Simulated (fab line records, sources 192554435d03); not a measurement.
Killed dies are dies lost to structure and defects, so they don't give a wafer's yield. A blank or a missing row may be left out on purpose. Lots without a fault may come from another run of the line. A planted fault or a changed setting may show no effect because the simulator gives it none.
Chamber matching | flow n5_finfet | N5_BEOL_M10_CURE_71 on uv_cure-02: 3 sister chambers
The step cures SiCOH lowk, time 240 s. 6 wafers are shown with their chamber, then 9 later ones without.

WAFERS WITH THEIR CHAMBER
wafer  | chamber | wafer_temp_C_max | lamp_power_pct (%)
L081.5 | 0       | 386.4            | 52.30
L081.6 | 0       | 386.8            | 52.26
L083.4 | 1       | 386.3            | 52.35
L083.5 | 1       | 386.5            | 52.23
L080.4 | 2       | 387.2            | 52.30
L080.5 | 2       | 386.9            | 52.27

WAFERS WITHOUT THEIR CHAMBER
wafer  | wafer_temp_C_max | lamp_power_pct (%)
L086.2 | 387.2            | 52.24
L086.3 | 386.4            | 52.26
L086.4 | 386.9            | 52.45
L091.2 | 386.1            | 52.30
L091.4 | 386.5            | 52.31
L091.5 | 386.6            | 52.30
L092.1 | 386.8            | 52.33
L092.2 | 386.5            | 52.32
L092.3 | 386.7            | 52.28

WHICH CHAMBER EACH WENT THROUGH
wafer  | from the rows above          | in truth
L086.2 | can't be placed: 2 or 0      | 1
L086.3 | can't be placed: 1 or 0      | 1
L086.4 | can't be placed: 2 or 0 or 1 | 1
L091.2 | can't be placed: 1 or 0      | 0
L091.4 | can't be placed: 1 or 0 or 2 | 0
L091.5 | can't be placed: 0 or 1 or 2 | 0
L092.1 | can't be placed: 0 or 2 or 1 | 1
L092.2 | can't be placed: 1 or 0 or 2 | 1
L092.3 | can't be placed: 0 or 1 or 2 | 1
Placed correctly: 0 of 9. Can't be placed from these rows: 9 (the true chamber is among the candidates in 8). Placed wrongly: 0.
How it was worked out, from the rows above alone: a wafer's distance from a chamber is the root of the sum, over the readings, of the square of ((its reading less the chamber's mean) divided by the reading's scatter). The wafer belongs to the nearest chamber; if the next one is less than 2 further off, it can't be placed. A chamber's mean is the mean of its shown wafers. The scatter: the root of (the sum of the squares of (reading less its chamber's mean) over the shown wafers, divided by (wafers less chambers)).
